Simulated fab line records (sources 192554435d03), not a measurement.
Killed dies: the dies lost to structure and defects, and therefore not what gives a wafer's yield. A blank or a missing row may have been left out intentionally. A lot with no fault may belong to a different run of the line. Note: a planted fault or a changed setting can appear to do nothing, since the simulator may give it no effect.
Chamber matching ; flow n5_finfet ; N5_BEOL_M1_STRIP_66 on rie_diel-01 has 4 sister chambers
The step strips in CF4. 14 wafers are shown with their chamber, then 7 later ones without.

== WAFERS PAIRED WITH THEIR CHAMBERS ==
wafer;chamber;showerhead_plenum_p_Torr (Torr);drypump_motor_current_A (A);rf_vpp_V (V)
L075.1;3;1.78;5.3;270.1
L075.2;2;1.83;5.7;270.5
L075.5;1;1.91;5.7;272.5
L085.3;0;1.81;6.5;272.2
L085.4;2;1.82;5.7;271.0
L085.5;0;1.81;6.4;272.6
L087.1;2;1.82;5.7;271.1
L087.2;0;1.81;6.4;272.6
L087.3;1;1.90;5.8;273.3
L086.3;2;1.82;5.7;272.8
L086.4;0;1.81;6.5;271.5
L086.6;3;1.77;5.4;270.1
L088.1;3;1.77;5.4;269.3
L088.4;1;1.90;5.8;274.7

SIGNATURES, as means of the wafers listed above
reading;chamber 0;chamber 1;chamber 2;chamber 3;scatter within a chamber
showerhead_plenum_p_Torr;1.8100;1.9033;1.8225;1.7733;0.00456
drypump_motor_current_A;6.450;5.767;5.700;5.367;0.0483
rf_vpp_V;272.225;273.500;271.350;269.833;0.82
Rule: for a wafer and a chamber, the distance is found by dividing, reading by reading, the gap between the wafer's reading and the chamber's mean by the reading's scatter, squaring, summing and taking the root. If the next closest chamber is less than 2 further off than the closest, the wafer can't be placed; otherwise it belongs to the closest. The scatter: take each reading less its chamber's mean, square it, sum over the shown wafers, divide by the number of wafers less the number of chambers, and take the root.

== WAFERS MISSING THEIR CHAMBER ==
wafer;showerhead_plenum_p_Torr (Torr);drypump_motor_current_A (A);rf_vpp_V (V)
L088.6;1.81;6.4;271.1
L095.2;1.77;5.4;269.7
L095.3;1.81;6.5;271.3
L095.4;1.90;5.8;271.9
L092.4;1.90;5.8;272.6
L092.5;1.81;6.4;272.5
L092.6;1.90;5.8;273.1

== THE CHAMBER EACH PASSED THROUGH ==
wafer;from the rows above;in truth
L088.6;0;0
L095.2;3;3
L095.3;0;0
L095.4;1;1
L092.4;1;1
L092.5;0;0
L092.6;1;1
Placed correctly: 7 of 7. Not placeable from these rows: 0. 0 placed wrongly.
